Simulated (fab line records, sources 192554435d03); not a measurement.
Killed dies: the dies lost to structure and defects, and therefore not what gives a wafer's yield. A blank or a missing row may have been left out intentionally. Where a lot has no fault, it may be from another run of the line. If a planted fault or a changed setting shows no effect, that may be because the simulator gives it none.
Matching of chambers    flow n5-finfet    4 sister chambers for N5_BEOL_M13_ETCH_67 on rie-diel-03
The step etches SiARC in CF4, target depth 143 nm, time 238.3 s. 27 wafers are shown with their chamber, then 12 later ones without.

WAFERS WITH THEIR CHAMBER
wafer   chamber  drypump-motor-current-A (A)  showerhead-plenum-p-Torr (Torr)  throttle-valve-pct (%)
L076.1  1        6.6                          2.11                             15.71
L076.3  2        5.8                          2.14                             15.53
L076.6  0        6.1                          2.14                             15.53
L081.1  1        6.6                          2.11                             15.72
L081.2  2        5.8                          2.14                             15.52
L081.4  0        6.0                          2.14                             15.54
L080.1  2        5.8                          2.14                             15.55
L080.2  3        6.5                          2.25                             15.36
L080.3  1        6.6                          2.11                             15.74
L080.4  0        6.0                          2.14                             15.55
L080.5  2        5.8                          2.14                             15.57
L080.6  1        6.5                          2.11                             15.72
L085.1  2        5.8                          2.14                             15.57
L085.3  3        6.5                          2.25                             15.37
L085.5  1        6.6                          2.11                             15.74
L086.1  3        6.5                          2.25                             15.38
L086.3  2        5.8                          2.14                             15.56
L086.6  1        6.6                          2.11                             15.74
L088.1  3        6.5                          2.24                             15.37
L088.4  0        6.1                          2.13                             15.59
L088.5  1        6.6                          2.11                             15.76
L089.1  1        6.6                          2.11                             15.77
L089.2  2        5.8                          2.13                             15.59
L089.3  3        6.5                          2.24                             15.38
L089.4  0        6.0                          2.13                             15.59
L089.5  0        6.0                          2.13                             15.58
L089.6  1        6.6                          2.11                             15.75

SIGNATURES (means of the wafers above)
reading                   chamber 0  chamber 1  chamber 2  chamber 3  scatter within a chamber
drypump-motor-current-A   6.033      6.589      5.800      6.500      0.0311
showerhead-plenum-p-Torr  2.1350     2.1100     2.1386     2.2460     0.00393
throttle-valve-pct        15.5633    15.7389    15.5557    15.3720    0.0213
Rule: distance of a wafer from a chamber = root of the sum over the readings of ((wafer's reading minus chamber's mean) / reading's scatter) squared. The wafer belongs to the nearest chamber; if the next one is less than 2 further off, it can't be placed. The scatter: take each reading less its chamber's mean, square it, sum over the shown wafers, divide by the number of wafers less the number of chambers, and take the root.

WAFERS WITH NO CHAMBER GIVEN
wafer   drypump-motor-current-A (A)  showerhead-plenum-p-Torr (Torr)  throttle-valve-pct (%)
L093.3  6.5                          2.24                             15.37
L093.5  6.1                          2.13                             15.58
L093.6  6.6                          2.11                             15.77
L094.2  6.5                          2.24                             15.39
L094.3  5.8                          2.13                             15.59
L094.6  6.6                          2.11                             15.77
L097.2  5.8                          2.13                             15.63
L097.3  6.0                          2.13                             15.60
L097.6  6.6                          2.10                             15.79
L096.4  5.8                          2.13                             15.62
L096.5  6.0                          2.13                             15.60
L096.6  6.5                          2.24                             15.45

THE CHAMBER EACH PASSED THROUGH
wafer   from the rows above  in truth
L093.3  3                    3
L093.5  0                    0
L093.6  1                    1
L094.2  3                    3
L094.3  2                    2
L094.6  1                    1
L097.2  2                    2
L097.3  0                    0
L097.6  1                    1
L096.4  2                    2
L096.5  0                    0
L096.6  3                    3
Correctly placed: 12 of 12. Not placeable from these rows: 0. 0 placed wrongly.
